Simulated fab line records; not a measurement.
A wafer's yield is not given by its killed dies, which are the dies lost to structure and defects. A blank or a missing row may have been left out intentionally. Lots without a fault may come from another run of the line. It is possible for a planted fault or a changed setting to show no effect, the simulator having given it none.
Chamber matching :: flow nand harc :: cmp-03 running NHARC_P_CONTACT_CMP_01: 4 sister chambers
The step polishes SiO2, target thk 200 nm. 14 wafers are shown with their chamber, then 7 later ones without.

EACH WAFER AND ITS CHAMBER
wafer: L147.1
chamber: 1
motor current A (A): 12.3

wafer: L147.5
chamber: 0
motor current A (A): 11.3

wafer: L147.6
chamber: 3
motor current A (A): 13.3

wafer: L154.1
chamber: 3
motor current A (A): 14.0

wafer: L154.3
chamber: 2
motor current A (A): 12.5

wafer: L154.4
chamber: 0
motor current A (A): 11.7

wafer: L153.2
chamber: 2
motor current A (A): 13.0

wafer: L153.5
chamber: 3
motor current A (A): 13.3

wafer: L153.6
chamber: 2
motor current A (A): 13.4

wafer: L157.4
chamber: 1
motor current A (A): 13.2

wafer: L157.5
chamber: 1
motor current A (A): 13.0

wafer: L157.6
chamber: 2
motor current A (A): 13.0

wafer: L162.1
chamber: 0
motor current A (A): 12.2

wafer: L162.2
chamber: 3
motor current A (A): 12.8

SIGNATURES (means of the wafers above)
reading: motor current A
chamber 0: 11.733
chamber 1: 12.833
chamber 2: 12.975
chamber 3: 13.350
scatter within a chamber: 0.446
Rule: a wafer's distance from a chamber is the root of the sum, over the readings, of the square of ((its reading less the chamber's mean) divided by the reading's scatter). The wafer belongs to the nearest chamber; if the next one is less than 2 further off, it can't be placed. The scatter: take each reading less its chamber's mean, square it, sum over the shown wafers, divide by the number of wafers less the number of chambers, and take the root.

WAFERS WITH NO CHAMBER GIVEN
wafer: L162.5
motor current A (A): 12.7

wafer: L167.1
motor current A (A): 13.4

wafer: L167.3
motor current A (A): 13.0

wafer: L167.4
motor current A (A): 13.0

wafer: L170.2
motor current A (A): 13.3

wafer: L170.3
motor current A (A): 12.1

wafer: L170.5
motor current A (A): 12.9

WHICH CHAMBER EACH WENT THROUGH
wafer: L162.5
from the rows above: can't be placed: 1 or 2 or 3 or 0
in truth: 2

wafer: L167.1
from the rows above: can't be placed: 3 or 2 or 1
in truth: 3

wafer: L167.3
from the rows above: can't be placed: 2 or 1 or 3
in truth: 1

wafer: L167.4
from the rows above: can't be placed: 2 or 1 or 3
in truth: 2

wafer: L170.2
from the rows above: can't be placed: 3 or 2 or 1
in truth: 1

wafer: L170.3
from the rows above: can't be placed: 0 or 1 or 2 or 3
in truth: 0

wafer: L170.5
from the rows above: can't be placed: 1 or 2 or 3
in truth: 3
Placed correctly: 0 of 7. Unplaceable from these rows: 7, with the true chamber sitting among the candidates in 7. 0 placed wrongly.
